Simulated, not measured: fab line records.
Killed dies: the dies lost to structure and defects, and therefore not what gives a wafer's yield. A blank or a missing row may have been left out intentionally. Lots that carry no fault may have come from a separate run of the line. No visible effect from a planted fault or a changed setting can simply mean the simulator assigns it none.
Struck lot and sound lot, side by side	flow nand harc	31 steps out of a route of 1302
Sound: these wafers, L155.1, L155.2, L155.3. Struck: wafers L153.2, L153.5, L153.6. The cause is given at the end.
Order at every step that has rows: each side's tool, ch and its chambers, its first start. Under that, the readings that differ: sound wafers	struck wafers	difference of the means	sigmas: that difference in standard deviations of wafers without a fault.
alike: same words and numbers on both sides, and readings whose means sit less than 2 such deviations apart. not compared: any withheld reading, any reading some wafer has no value for, any bound like >300 that may hide the same value, and any number with overlapping values for which the record gives no deviation.
The two part at a step that has a row with sigmas, a row that says differs or no value, or rows on one side only. Non-overlapping numbers with no deviation appear without sigmas and do not part them. A reading missing from all wafers of one side parts the sides only when that side holds two or more wafers.

first, 9 steps without rows for these wafers: NHARC_A_CHANNEL_HOLE_D2_DEP_00 (deposits aC, target thk 3100 nm); NHARC_A_CHANNEL_HOLE_D2_DEP_01 (deposits SiON, target thk 140 nm); NHARC_A_CHANNEL_HOLE_D2_DEHYDRATE_02 (time 120 s); NHARC_A_CHANNEL_HOLE_D2_HMDS_03 (time 30 s); NHARC_A_CHANNEL_HOLE_D2_COAT_36 (time 75 s); NHARC_A_CHANNEL_HOLE_D2_COAT_37 (time 65 s); NHARC_A_CHANNEL_HOLE_D2_COAT_04 (resist thk 90 nm); NHARC_A_CHANNEL_HOLE_D2_SOFTBAKE_05 (time 55 s); NHARC_A_CHANNEL_HOLE_D2_EBR_06.
NHARC_A_CHANNEL_HOLE_D2_EXPOSE_07: exposes mask HOLE D2, target cd 100 nm.
  sound on arfi scanner-01 ch 0, day 22 13:05; struck on arfi scanner-02 ch 0, day 21 16:53
reading	sound	struck	difference	sigmas
exposure dose mJ cm2	59.48 59.44 59.42	58.38 58.40 58.38	-1.06	-8
  alike: mask, focus offset nm
then, 2 steps without rows for these wafers: NHARC_A_CHANNEL_HOLE_D2_PEB_08 (peb time 65 s); NHARC_A_CHANNEL_HOLE_D2_DEVELOP_09 (develop time 35 s).
NHARC_A_CHANNEL_HOLE_D2_DESCUM_15: chemistry O2, time 3 s.
  sound on rie diel-01 ch 0,1,3, day 22 13:24; struck on rie diel-07 ch 0,1, day 21 17:13
reading	sound	struck	difference	sigmas
model.A_CHANNEL_HOLE_D2.cd nm (nm)	99.41 99.39 98.87	98.81 98.55 98.52	-0.60	
  alike: drypump motor current A, oes product au, rf vpp V, showerhead plenum p Torr, throttle valve pct
  not compared: rf hours counter h
then, 16 steps without rows for these wafers: NHARC_A_CHANNEL_HOLE_D2_ETCH_38 (etches the open film in CF4, target depth 39 nm, time 65 s); NHARC_A_CHANNEL_HOLE_D2_ETCH_39 (etches the open film in N2/H2, target depth 260 nm, time 325 s); NHARC_A_CHANNEL_HOLE_D2_ETCH_34 (etches the open film in CF4/CHF3, target depth 154 nm, time 77 s); NHARC_A_CHANNEL_HOLE_D2_ETCH_16 (etches the open film in O2/COS, target depth 3100 nm, time 806 s); NHARC_A_CHANNEL_HOLE_D2_ETCH_19 (etches the open film in C4F8/O2/Ar, time 34.5 s); NHARC_A_CHANNEL_HOLE_D2_ETCH_20 (etches the open film in C4F8/O2/Ar, time 361.9 s, target depth 1600 nm); NHARC_A_CHANNEL_HOLE_D2_ETCH_21 (etches the open film in C4F8/O2/Ar, time 514.3 s, target depth 1600 nm); NHARC_A_CHANNEL_HOLE_D2_ETCH_22 (etches the open film in C4F8/O2/Ar, time 666.7 s, target depth 1600 nm); NHARC_A_CHANNEL_HOLE_D2_ETCH_23 (etches the open film in C4F8/O2/Ar, time 819 s, target depth 1600 nm); NHARC_A_CHANNEL_HOLE_D2_ETCH_24 (etches the open film in C4F8/O2/Ar, time 906.2 s, target depth 1500 nm); NHARC_A_CHANNEL_HOLE_D2_ETCH_25 (etches the open film in C4F8/O2/Ar, time 1040.2 s, target depth 1500 nm); NHARC_A_CHANNEL_HOLE_D2_ETCH_26 (etches the open film in C4F8/O2/Ar, time 224.1 s, target depth 300 nm); NHARC_A_CHANNEL_HOLE_D2_ETCH_27 (etches the open film in C4F8/O2/Ar, time 90 s, target depth 400 nm); NHARC_A_CHANNEL_HOLE_D2_STRIP_41 (strips in N2/H2); NHARC_A_CHANNEL_HOLE_D2_STRIP_42 (strips in CF4/CHF3); NHARC_A_CHANNEL_HOLE_D2_STRIP_43 (strips in O2/COS).
NHARC_A_CHANNEL_HOLE_D2_ETCH_44: etches the open film in CF4/O2, target depth 140 nm, overetch 14 nm, time 77 s.
  sound on rie diel-06 ch 0,1,2, day 22 19:18; struck on rie diel-06 ch 0,1, day 21 23:07
  alike: drypump motor current A, oes product au, rf vpp V, showerhead plenum p Torr, throttle valve pct
  not compared: rf hours counter h, model.A_CHANNEL_HOLE_D2.cd nm
then, 1 step without rows for these wafers: NHARC_A_CHANNEL_HOLE_D2_STRIP_28 (strips in O2).

== WHERE THEY PART ==
Only at NHARC_A_CHANNEL_HOLE_D2_EXPOSE_07, within this record. Later steps at which nothing parts them and some readings are alike: NHARC_A_CHANNEL_HOLE_D2_DESCUM_15, NHARC_A_CHANNEL_HOLE_D2_ETCH_44.

WHY: the cause the simulator had injected
Process parameter drift: arfi scanner-02, from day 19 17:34 on, at NHARC_A_CHANNEL_HOLE_D2_EXPOSE_07. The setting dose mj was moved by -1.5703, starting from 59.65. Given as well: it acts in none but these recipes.
